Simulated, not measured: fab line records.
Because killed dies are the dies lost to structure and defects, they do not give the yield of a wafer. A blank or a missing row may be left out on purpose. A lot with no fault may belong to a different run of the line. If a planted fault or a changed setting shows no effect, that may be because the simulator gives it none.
Matching of chambers :: flow n5_finfet :: rie_diel-05 running N5_BEOL_M11_DESCUM_33: 4 sister chambers
The step chemistry O2, time 7.9 s. 16 wafers are shown with their chamber, then 8 later ones without.

## WAFERS, EACH WITH ITS CHAMBER
wafer: L079.3
chamber: 1
throttle_valve_pct (%): 20.4
oes_product_au (a.u.): 0.67
drypump_motor_current_A (A): 5.5

wafer: L079.4
chamber: 3
throttle_valve_pct (%): 20.6
oes_product_au (a.u.): 0.95
drypump_motor_current_A (A): 5.3

wafer: L079.6
chamber: 2
throttle_valve_pct (%): 20.0
oes_product_au (a.u.): 0.87
drypump_motor_current_A (A): 5.7

wafer: L080.1
chamber: 3
throttle_valve_pct (%): 20.6
oes_product_au (a.u.): 0.95
drypump_motor_current_A (A): 5.3

wafer: L080.2
chamber: 2
throttle_valve_pct (%): 20.0
oes_product_au (a.u.): 0.86
drypump_motor_current_A (A): 5.8

wafer: L080.6
chamber: 1
throttle_valve_pct (%): 20.4
oes_product_au (a.u.): 0.67
drypump_motor_current_A (A): 5.5

wafer: L082.2
chamber: 1
throttle_valve_pct (%): 20.4
oes_product_au (a.u.): 0.67
drypump_motor_current_A (A): 5.5

wafer: L082.5
chamber: 1
throttle_valve_pct (%): 20.4
oes_product_au (a.u.): 0.67
drypump_motor_current_A (A): 5.5

wafer: L082.6
chamber: 0
throttle_valve_pct (%): 20.8
oes_product_au (a.u.): 0.68
drypump_motor_current_A (A): 6.5

wafer: L085.1
chamber: 3
throttle_valve_pct (%): 20.6
oes_product_au (a.u.): 0.92
drypump_motor_current_A (A): 5.3

wafer: L085.2
chamber: 0
throttle_valve_pct (%): 20.8
oes_product_au (a.u.): 0.68
drypump_motor_current_A (A): 6.4

wafer: L085.6
chamber: 0
throttle_valve_pct (%): 20.8
oes_product_au (a.u.): 0.68
drypump_motor_current_A (A): 6.4

wafer: L088.2
chamber: 0
throttle_valve_pct (%): 20.8
oes_product_au (a.u.): 0.67
drypump_motor_current_A (A): 6.5

wafer: L088.3
chamber: 3
throttle_valve_pct (%): 20.6
oes_product_au (a.u.): 0.92
drypump_motor_current_A (A): 5.2

wafer: L088.6
chamber: 2
throttle_valve_pct (%): 20.1
oes_product_au (a.u.): 0.85
drypump_motor_current_A (A): 5.8

wafer: L087.1
chamber: 3
throttle_valve_pct (%): 20.6
oes_product_au (a.u.): 0.90
drypump_motor_current_A (A): 5.3

SIGNATURES (averages over the wafers above)
reading: throttle_valve_pct
chamber 0: 20.800
chamber 1: 20.400
chamber 2: 20.033
chamber 3: 20.600
scatter within a chamber: 0.0236

reading: oes_product_au
chamber 0: 0.6775
chamber 1: 0.6700
chamber 2: 0.8600
chamber 3: 0.9280
scatter within a chamber: 0.0134

reading: drypump_motor_current_A
chamber 0: 6.450
chamber 1: 5.500
chamber 2: 5.767
chamber 3: 5.280
scatter within a chamber: 0.0453
Rule: for a wafer and a chamber, the distance is found by dividing, reading by reading, the gap between the wafer's reading and the chamber's mean by the reading's scatter, squaring, summing and taking the root. The wafer belongs to the nearest chamber; if the next one is less than 2 further off, it can't be placed. The scatter: take each reading less its chamber's mean, square it, sum over the shown wafers, divide by the number of wafers less the number of chambers, and take the root.

## WAFERS WITH NO CHAMBER GIVEN
wafer: L087.3
throttle_valve_pct (%): 20.1
oes_product_au (a.u.): 0.85
drypump_motor_current_A (A): 5.8

wafer: L087.5
throttle_valve_pct (%): 20.6
oes_product_au (a.u.): 0.90
drypump_motor_current_A (A): 5.2

wafer: L090.1
throttle_valve_pct (%): 20.8
oes_product_au (a.u.): 0.67
drypump_motor_current_A (A): 6.5

wafer: L090.4
throttle_valve_pct (%): 20.1
oes_product_au (a.u.): 1.00
drypump_motor_current_A (A): 5.5

wafer: L090.6
throttle_valve_pct (%): 20.8
oes_product_au (a.u.): 0.68
drypump_motor_current_A (A): 6.5

wafer: L095.1
throttle_valve_pct (%): 20.2
oes_product_au (a.u.): 0.94
drypump_motor_current_A (A): 5.5

wafer: L095.3
throttle_valve_pct (%): 20.1
oes_product_au (a.u.): 0.81
drypump_motor_current_A (A): 5.7

wafer: L095.4
throttle_valve_pct (%): 20.2
oes_product_au (a.u.): 0.94
drypump_motor_current_A (A): 5.5

## CHAMBER TAKEN BY EACH
wafer: L087.3
from the rows above: 2
in truth: 2

wafer: L087.5
from the rows above: 3
in truth: 3

wafer: L090.1
from the rows above: 0
in truth: 0

wafer: L090.4
from the rows above: 2
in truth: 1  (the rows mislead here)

wafer: L090.6
from the rows above: 0
in truth: 0

wafer: L095.1
from the rows above: 2
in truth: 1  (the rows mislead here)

wafer: L095.3
from the rows above: 2
in truth: 2

wafer: L095.4
from the rows above: 2
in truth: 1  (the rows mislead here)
Placed correctly: 5 of 8. Can't be placed from these rows: 0. Placed wrongly: 3.
